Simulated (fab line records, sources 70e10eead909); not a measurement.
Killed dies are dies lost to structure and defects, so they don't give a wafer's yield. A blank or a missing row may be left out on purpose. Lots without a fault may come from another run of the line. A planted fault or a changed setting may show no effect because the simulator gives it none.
fab line records | flow nand_harc
record lots=5 wafers=15 last_day=30
route steps=1302 shown A_BLC@1130 A_M0@1137 END@1302
lots that met no fault: from a run of the same line without faults
start_h: hours from the record's first day to the start of the lot's first wafer shown | wait_h: hours since the lot's step before | " the same as in the row above | L1.1+2: a row that stands for several wafers | - no value, or no start given | * or withheld: withheld | < > ~ a bound
route shown NAME@n: a module of which the file shows steps, and the number in the route of the first | usual: mean/standard deviation of fault-free wafers | same: alike in all rows | chamber/n: place in a boat | sites: the reading at each site | _std_site: their standard deviation | _edge_site: outer sites' mean less inner sites' | radius_mm: how far each site lies from the wafer's centre | mask NAME#n: copy n | behind: the tool/chamber that last shaped the wafer | hold: why the lot was held/for how many hours/how that ended | device: the transistor (n, p or np) that didn't switch | end of line: the same wafers' tests at the end of the route | a step without rows: its recipe alone | killed: dies lost to structure and defects at the first sort, not the wafer's yield | map: a wafer's dies, x killed, . not, _ none there
set.NAME: the setting as run; set.NAME@STEP: as run at that earlier step | model.NAME: the simulator's own value behind a step, which no gauge read
lots at some steps of the route; a table a step, a row a wafer
services: from which hour (start_h, from the record's first day; less than 0 if before it) a tool's chamber was out of use, for how many hours, and why
## steps
# step NHARC_A_BLC_PVD_32
# recipe target_thk_a=50 chamber_pressure_pa=5 power_w=5000 substrate_temp_c=200 time_s=17.7 material=Ti
# usual throttle_valve_pct=30.0/0.97
# columns lot.wafer tool chamber start_h wait_h throttle_valve_pct
L301.1 pvd_sputter-02 - - - 28.1
L301.4 " - " " 31.2
L301.6 " - " " 29.7
L305.4 pvd_sputter-03 - - - 31.3
L305.2 " - " " 30.6
L305.6 " - " " 30.4
L308.2 pvd_sputter-02 - - - 28.3
L308.1 " - " " 29.5
L308.6 " - " " 31.0
L316.3 pvd_sputter-01 - - - 29.2
L316.2 " - " " 29.7
L316.6 " - " " 29.0
L315.1 pvd_sputter-03 - - - 30.7
L315.3 " - " " 31.4
L315.2 " - " " 30.4
# step NHARC_A_BLC_ALD_23
# recipe target_thk_a=30 pulse_time_s=1 ald_cycles=150 temp_c=450 material=TiN
# usual heater_power_w=1048/120 precursor_pulse_height_rel=1.000/0.02
# same ald_cycles=150
# columns lot.wafer tool chamber start_h wait_h heater_power_w precursor_pulse_height_rel
L301.4 ald_metal-02 2 534.81 - 1118 0.986
L301.1 " 3 " " 799 1.023
L301.6 " 2 " " 1134 1.012
L305.2 ald_metal-01 1 571.96 - 994 0.992
L305.4 " 3 " " 970 1.008
L305.6 " 2 " " 1054 1.002
L308.2 ald_metal-02 2 596.07 - 1121 1.004
L308.1 " 1 " " 1307 0.999
L308.6 " 3 " " 831 1.000
L316.2 ald_metal-01 1 667.13 - 973 0.999
L316.3 " 3 " " 995 1.008
L316.6 " 1 " " 976 0.975
L315.2 ald_metal-03 2 667.23 - 1089 0.986
L315.1 " 3 " " 1033 0.984
L315.3 " 0 " " 1145 0.998
# step NHARC_A_BLC_CVD_24
# recipe target_thk_a=1500 temp_c=300 pressure_torr=40 wf6_flow_sccm=40 h2_flow_sccm=1600 ar_flow_sccm=1560 time_s=434 material=W
# usual heater_power_w=459/37 mfc_ar_sccm=1561/4.3 throttle_valve_pct=7.99/0.28
# columns lot.wafer tool chamber start_h wait_h heater_power_w mfc_ar_sccm throttle_valve_pct
L301.1 cvd_w-02 0 - - 522 1552 7.94
L301.4 " 1 " " 471 1560 7.77
L301.6 " 0 " " 519 1555 8.31
L305.2 cvd_w-02 1 - - 488 1564 7.86
L305.4 " 0 " " 505 1557 8.36
L305.6 " 0 " " 521 1562 8.15
L308.1 cvd_w-02 1 - - 464 1557 8.29
L308.2 " 0 " " 519 1565 8.09
L308.6 " 0 " " 507 1558 8.05
L316.2 cvd_w-01 1 - - 424 1567 7.81
L316.3 " 0 " " 421 1561 7.89
L316.6 " 0 " " 411 1562 7.46
L315.2 cvd_w-02 1 - - 467 1560 8.04
L315.1 " 0 " " 483 1564 8.30
L315.3 " 0 " " 478 1561 8.51
# step NHARC_A_BLC_CMP_25
# recipe t_overpolish_s=30 target_thk_nm=150
# usual motor_current_A=12.1/1.4 overpolish_run_s=30.000/0.0087 time_to_endpoint_s=31.0/2.7
# columns lot.wafer tool chamber start_h wait_h motor_current_A overpolish_run_s time_to_endpoint_s
L301.4 cmp-04 1 535.54 0.2 11.9 30.001 29.8
L301.1 " 0 " " 11.5 29.996 33.6
L301.6 " 2 " " 11.3 30.002 30.4
L305.4 cmp-04 3 572.72 0.3 12.3 30.009 35.5
L305.2 " 1 " " 12.1 29.999 33.8
L305.6 " 3 " " 13.0 30.000 35.5
L308.1 cmp-02 1 596.80 0.5 10.9 29.991 29.8
L308.2 " 0 " " 15.9 29.995 29.2
L308.6 " 1 " " 10.8 30.006 28.1
L316.3 cmp-04 1 667.92 0.4 11.3 29.997 31.2
L316.2 " 2 " " 11.5 29.997 29.4
L316.6 " 0 " " 10.5 30.011 29.2
L315.2 cmp-03 0 667.98 0.5 11.9 29.998 34.8
L315.1 " 1 " " 13.9 30.000 32.0
L315.3 " 2 " " 14.1 29.991 35.0
# step NHARC_A_BLC_SRD_27
# step NHARC_A_BLC_INSPECT_28
# usual raw_defect_count=535/120
# columns lot.wafer tool chamber start_h wait_h raw_defect_count
L301.1 defect_inspect-01 - 535.94 0.1 520
L301.4 " - " " 700
L301.6 " - " " 561
L305.2 defect_inspect-02 - 573.10 0.1 531
L305.4 " - " " 609
L305.6 " - " " 569
L308.1 defect_inspect-02 - 597.20 0.1 611
L308.2 " - " " 583
L308.6 " - " " 530
L316.2 defect_inspect-01 - 668.27 0.1 471
L316.3 " - " " 494
L316.6 " - " " 575
L315.1 defect_inspect-02 - 668.35 0.1 561
L315.2 " - " " 531
L315.3 " - " " 677
# step NHARC_A_M0_DEP_00
# recipe target_thk_a=1500 target_thk_nm=150 temp_c=withheld pressure_torr=5 flow_sccm=200 rf_w=600 material=SiOC
# step NHARC_A_M0_DEHYDRATE_01
# recipe temp_c=150 time_s=120
# step NHARC_A_M0_HMDS_02
# recipe time_s=30
# step NHARC_A_M0_COAT_33
# recipe temp_c=200 time_s=65
# step NHARC_A_M0_COAT_03
# recipe spin_rpm=1500 resist_thk_nm=90
# step NHARC_A_M0_SOFTBAKE_04
# recipe temp_c=105 time_s=55
# usual heater_power_total_W=188.44/0.13
# columns lot.wafer tool chamber start_h wait_h heater_power_total_W
L301.1 litho_track-06 0 536 - 188.48
L301.4 " 0 " " 188.46
L301.6 " 0 " " 188.31
L305.2 litho_track-04 0 573 - 188.47
L305.4 " 0 " " 188.35
L305.6 " 0 " " 188.44
L308.1 litho_track-01 0 597 - 188.30
L308.2 " 0 " " 188.31
L308.6 " 0 " " 188.37
L316.2 litho_track-06 0 668 - 208.15
L316.3 " 0 " " 188.29
L316.6 " 0 " " 207.81
L315.1 litho_track-01 0 668 - 188.35
L315.2 " 0 " " 188.45
L315.3 " 0 " " 188.28
# step NHARC_A_M0_EBR_05
# step NHARC_END_SORT_01
# recipe temp_c=25
# usual defect_limited_yield=91/3 killed_at_array=56/21 killed_at_other=0.8/1 killed_at_periphery=3.6/2.8 killed_dies=60/20 killed_open=3.2/1.9 killed_short=2.4/1.6
# same gross_dies=677
# columns lot.wafer tool chamber start_h wait_h defect_limited_yield[%] killed_at_array killed_at_other killed_at_periphery killed_dies killed_open killed_short
L301.1 prober-02 0 574.51 2.5 86 87 0 7 94 5 2
L301.4 prober-02 0 576.96 3.4 84 106 1 3 110 2 2
L301.6 prober-02 0 578.59 4.1 88 80 0 3 83 5 3
L305.2 prober-01 0 616.31 2.8 88 80 0 3 83 1 3
L305.4 prober-01 0 617.89 3.4 86 90 1 4 95 4 3
L305.6 prober-01 0 619.47 4.0 84 105 0 1 106 4 2
L308.1 prober-01 0 639.33 2.5 92 52 0 1 53 2 1
L308.2 prober-01 0 640.12 2.8 91 58 0 2 60 5 1
L308.6 prober-01 0 643.25 3.9 93 45 1 1 47 3 3
L315.1 prober-01 0 708.37 2.5 87 87 0 4 91 5 2
L315.2 prober-01 0 709.16 2.8 87 85 0 2 87 2 4
L315.3 prober-01 0 709.95 3.1 88 80 0 1 81 3 3
L316.2 prober-02 0 709.25 2.8 96 24 0 3 27 2 4
L316.3 prober-02 0 710.04 3.1 95 29 1 2 32 4 2
L316.6 prober-02 0 712.41 4.0 96 23 1 3 27 1 4
# killed by level:class
L301.1 A_CHANNEL_HOLE_D2:chamber_film_flake=27 A_SLIT:chamber_film_flake=23 A_CHANNEL_HOLE_D1:chamber_film_flake=21 A_STAIRCASE:chamber_film_flake=5 P_M2:chamber_film_flake=4 P_M1:chamber_film_flake=2 A_SGD_CUT:chamber_film_flake=2 A_CONTACT:chamber_film_flake=2
L301.4 A_CHANNEL_HOLE_D2:chamber_film_flake=36 A_CHANNEL_HOLE_D1:chamber_film_flake=35 A_SLIT:chamber_film_flake=20 A_WL_FILL:chamber_film_flake=4 P_M2:chamber_film_flake=2 A_DECK1_JOINT:chamber_film_flake=2 A_STAIRCASE:chamber_film_flake=2 A_CONTACT:chamber_film_flake=2
L301.6 A_CHANNEL_HOLE_D2:chamber_film_flake=30 A_CHANNEL_HOLE_D1:chamber_film_flake=19 A_SLIT:chamber_film_flake=18 A_CHANNEL_FILL_D1:chamber_film_flake=2 A_STAIRCASE:chamber_film_flake=2 A_CONTACT:chamber_film_flake=2 P_GATE:geometric_particle:open=1 P_CONTACT:geometric_particle:open=1
L305.2 A_SLIT:chamber_film_flake=24 A_CHANNEL_HOLE_D2:chamber_film_flake=24 A_CHANNEL_HOLE_D1:chamber_film_flake=20 A_CONTACT:chamber_film_flake=7 A_WL_FILL:chamber_film_flake=2 P_M0:geometric_particle:short=1 A_CHANNEL_FILL_D2:geometric_particle:short=1 A_CONTACT:geometric_particle:short=1
L305.4 A_CHANNEL_HOLE_D2:chamber_film_flake=27 A_SLIT:chamber_film_flake=23 A_CHANNEL_HOLE_D1:chamber_film_flake=18 A_CONTACT:chamber_film_flake=9 A_WL_FILL:chamber_film_flake=3 A_CHANNEL_FILL_D2:geometric_particle:short=2 A_ZERO_WELL:chamber_film_flake=2 A_STAIRCASE:chamber_film_flake=2
L305.6 A_CHANNEL_HOLE_D1:chamber_film_flake=36 A_CHANNEL_HOLE_D2:chamber_film_flake=33 A_SLIT:chamber_film_flake=24 A_CONTACT:chamber_film_flake=5 A_DECK1_JOINT:geometric_particle:short=2 A_CHANNEL_FILL_D2:geometric_particle:open=2 A_ONON_D1:geometric_particle:open=1 A_WL_FILL:geometric_particle:open=1
L308.1 A_SLIT:chamber_film_flake=30 A_CHANNEL_HOLE_D2:chamber_film_flake=9 A_STAIRCASE:chamber_film_flake=5 A_CHANNEL_HOLE_D1:chamber_film_flake=2 A_DECK1_JOINT:chamber_film_flake=2 A_CONTACT:chamber_film_flake=2 P_M1:geometric_particle:short=1 A_DECK1_JOINT:geometric_particle:open=1
L308.2 A_CHANNEL_HOLE_D2:chamber_film_flake=18 A_SLIT:chamber_film_flake=18 A_CHANNEL_HOLE_D1:chamber_film_flake=5 A_CONTACT:chamber_film_flake=5 A_STAIRCASE:chamber_film_flake=4 P_M0:geometric_particle:open=1 A_ONON_D1:geometric_particle:open=1 A_CHANNEL_HOLE_D1:geometric_particle:open=1
L308.6 A_SLIT:chamber_film_flake=21 A_CHANNEL_HOLE_D2:chamber_film_flake=7 A_DECK1_JOINT:chamber_film_flake=4 A_CHANNEL_HOLE_D1:chamber_film_flake=3 A_STAIRCASE:chamber_film_flake=3 P_M0:geometric_particle:open=1 A_ONON_D2:geometric_particle:short=1 A_CHANNEL_FILL_D2:geometric_particle:short=1
L315.1 A_CHANNEL_HOLE_D1:chamber_film_flake=29 A_SLIT:chamber_film_flake=27 A_CHANNEL_HOLE_D2:chamber_film_flake=18 A_STAIRCASE:chamber_film_flake=4 A_M0:geometric_particle:open=2 A_CHANNEL_FILL_D2:chamber_film_flake=2 P_M0:geometric_particle:open=1 A_SOURCE_PLATE:geometric_particle:short=1
L315.2 A_CHANNEL_HOLE_D1:chamber_film_flake=31 A_SLIT:chamber_film_flake=31 A_CHANNEL_HOLE_D2:chamber_film_flake=11 A_STAIRCASE:chamber_film_flake=5 A_ONON_D1:geometric_particle:short=1 A_CHANNEL_HOLE_D1:geometric_particle:short=1 A_CHANNEL_FILL_D1:geometric_particle:short=1 A_DECK1_JOINT:geometric_particle:short=1
L316.2 A_SLIT:chamber_film_flake=6 A_CHANNEL_HOLE_D1:chamber_film_flake=4 A_STAIRCASE:chamber_film_flake=3 P_GATE:chamber_film_flake=2 A_CHANNEL_FILL_D2:chamber_film_flake=2 A_CONTACT:chamber_film_flake=2 P_M1:geometric_particle:open=1 A_ONON_D1:geometric_particle:short=1
L315.3 A_CHANNEL_HOLE_D1:chamber_film_flake=27 A_SLIT:chamber_film_flake=23 A_CHANNEL_HOLE_D2:chamber_film_flake=15 A_STAIRCASE:chamber_film_flake=8 P_CONTACT:geometric_particle:open=1 A_SOURCE_PLATE:geometric_particle:open=1 A_CHANNEL_FILL_D2:geometric_particle:short=1 A_SGD_CUT:geometric_particle:short=1
L316.3 A_CHANNEL_HOLE_D1:chamber_film_flake=7 A_STAIRCASE:chamber_film_flake=7 A_SLIT:chamber_film_flake=3 A_WL_FILL:chamber_film_flake=2 A_CONTACT:chamber_film_flake=2 P_CONTACT:geometric_particle:open=1 A_ONON_D1:geometric_particle:open=1 A_CHANNEL_FILL_D1:geometric_particle:open=1
L316.6 A_CHANNEL_HOLE_D1:chamber_film_flake=8 A_SLIT:chamber_film_flake=5 A_WL_FILL:geometric_particle:short=2 A_CONTACT:chamber_film_flake=2 P_M0:geometric_particle:short=1 A_BLC:geometric_particle:short=1 A_BLC:geometric_particle:open=1 P_ZERO_WELL:chamber_film_flake=1
## services
# columns tool chamber start_h hours kind
ald_metal-01 - 526.00 10.0 pm
pvd_sputter-03 - 526.00 10.0 pm
cmp-02 - 526.65 4.0 pm
litho_track-06 - 529.00 7.0 pm
cmp-03 - 537.59 0.7 repair
ald_metal-03 0 540.35 16.0 repair
cmp-02 - 542.31 0.4 repair
cvd_w-01 - 547.00 13.0 pm
cmp-03 - 547.52 1.0 repair
cvd_w-02 - 552.79 1.8 repair
litho_track-04 - 553.00 7.0 pm
cmp-03 - 554.06 4.0 pm
cmp-02 - 565.49 4.1 repair
ald_metal-03 - 568.00 10.0 pm
pvd_sputter-03 - 577.63 2.5 repair
cmp-04 - 601.19 4.0 pm
ald_metal-02 - 610.00 10.0 pm
cvd_w-02 - 631.00 13.0 pm
ald_metal-02 - 632.37 0.7 repair
pvd_sputter-02 - 633.72 1.0 repair
pvd_sputter-02 - 635.19 0.6 repair
pvd_sputter-02 - 638.03 10.0 pm
ald_metal-01 0 645.13 7.8 repair
pvd_sputter-02 - 658.13 1.4 repair
## key
first_sign step=NHARC_A_M0_SOFTBAKE_04 reading=heater_power_total_W direction=up sigmas=99+ usual=* struck=*
effect none on later readings
met_at NHARC_A_M0_SOFTBAKE_04
struck_wafers L316.2,L316.6
onset_between 536 668
fault kind=process_parameter_drift tool=litho_track-06 chamber=- onset_h=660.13 steps=NHARC_A_M0_SOFTBAKE_04 channel=time_s offset=* shape=step end_h=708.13 scope=struck_wafers_only acts_in=* stated=*
